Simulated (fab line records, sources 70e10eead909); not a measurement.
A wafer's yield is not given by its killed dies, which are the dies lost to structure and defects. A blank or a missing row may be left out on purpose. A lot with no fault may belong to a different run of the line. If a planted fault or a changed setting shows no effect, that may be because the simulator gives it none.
One fault through the eyes of 2 desks :: flow nand_harc :: numbers are kept per desk, each desk with only its own; the story behind them comes last

AT THE METROLOGY DESK
What the gauges read for every lot (on any tool): the sampled wafers with a number, averaged. A lot is out of limits, marked OUT, if its mean lies more than 4 standard deviations from the usual mean; the brackets give that distance.
Columns: A = cd_nm at NHARC_P_M0_CD_MEAS_09, usual 89.9 nm
lot: L143
first seen here: day 6 05:30
A: 89.3

lot: L144
first seen here: day 6 15:10
A: 89.6

lot: L145
first seen here: day 7 05:17
A: 90.0

lot: L152
first seen here: day 10 03:26
A: 89.7

lot: L153
first seen here: day 10 12:02
A: 89.9

lot: L154
first seen here: day 10 19:11
A: 89.5

lot: L159
first seen here: day 12 11:33
A: 90.0

lot: L160
first seen here: day 12 23:43
A: 89.2

lot: L161
first seen here: day 13 16:22
A: 89.8

lot: L162
first seen here: day 13 20:20
A: 90.1

lot: L163
first seen here: day 14 06:02
A: 90.4

lot: L164
first seen here: day 15 05:58
A: 90.4

lot: L165
first seen here: day 15 11:00
A: 90.3

lot: L166
first seen here: day 15 17:33
A: 89.6
Finding of this desk: none of the 14 lots has anything out of limits.

AT THE TOOL OWNER'S DESK: rie_diel-13
The tool's own readings at NHARC_P_M0_ETCH_15 (etches the open film in C4F8/Ar, target depth 150 nm, overetch 15 nm, time 82.5 s): means of the sampled wafers that have a number, for each lot that ran on this tool. A lot is out of limits, marked OUT, if its mean lies more than 4 standard deviations from the usual mean; the brackets give that distance.
Columns: A = bias_w at NHARC_P_M0_ETCH_15, usual 300.0 W; B = oes_product_au at NHARC_P_M0_ETCH_15, usual 0.955 a.u.; C = rf_vpp_V at NHARC_P_M0_ETCH_15, usual 439.8 V; D = run_length_s at NHARC_P_M0_ETCH_15, usual 103.8 s
lot: L145
first seen here: day 7 05:39
A: 299.8
B: 0.972
C: 439.5
D: 103.6

lot: L152
first seen here: day 10 04:22
A: 299.9
B: 0.956
C: 438.5
D: 99.4 (-9.5) OUT

lot: L153
first seen here: day 10 12:24
A: 299.5
B: 0.966
C: 437.3
D: 100.0 (-8.3) OUT

lot: L161
first seen here: day 13 16:44
A: 299.8
B: 0.956
C: 437.9
D: 103.9
This desk's finding: out of limits on L152, L153; first on L152, day 10 04:22 (run_length_s at NHARC_P_M0_ETCH_15). In limits: L145, L161.

BROUGHT TOGETHER
The tool owner's desk could have raised an alarm at day 10 04:22, on L152, L153.
The metrology desk saw nothing out of limits.
The metrology desk holds a record of L152, L153, inside its limits.
NHARC_P_M0_ETCH_15 was run on rie_diel-13 by each of the lots named.

WHAT HAD BEEN PUT IN BY THE SIMULATOR
rie_diel-13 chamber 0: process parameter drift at NHARC_P_M0_ETCH_15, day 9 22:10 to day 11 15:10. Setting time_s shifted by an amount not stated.
Struck lots among those shown: L152, L153.
How many hours passed from the start of the fault until each desk's first out-of-limits reading: the tool owner's desk, 6.
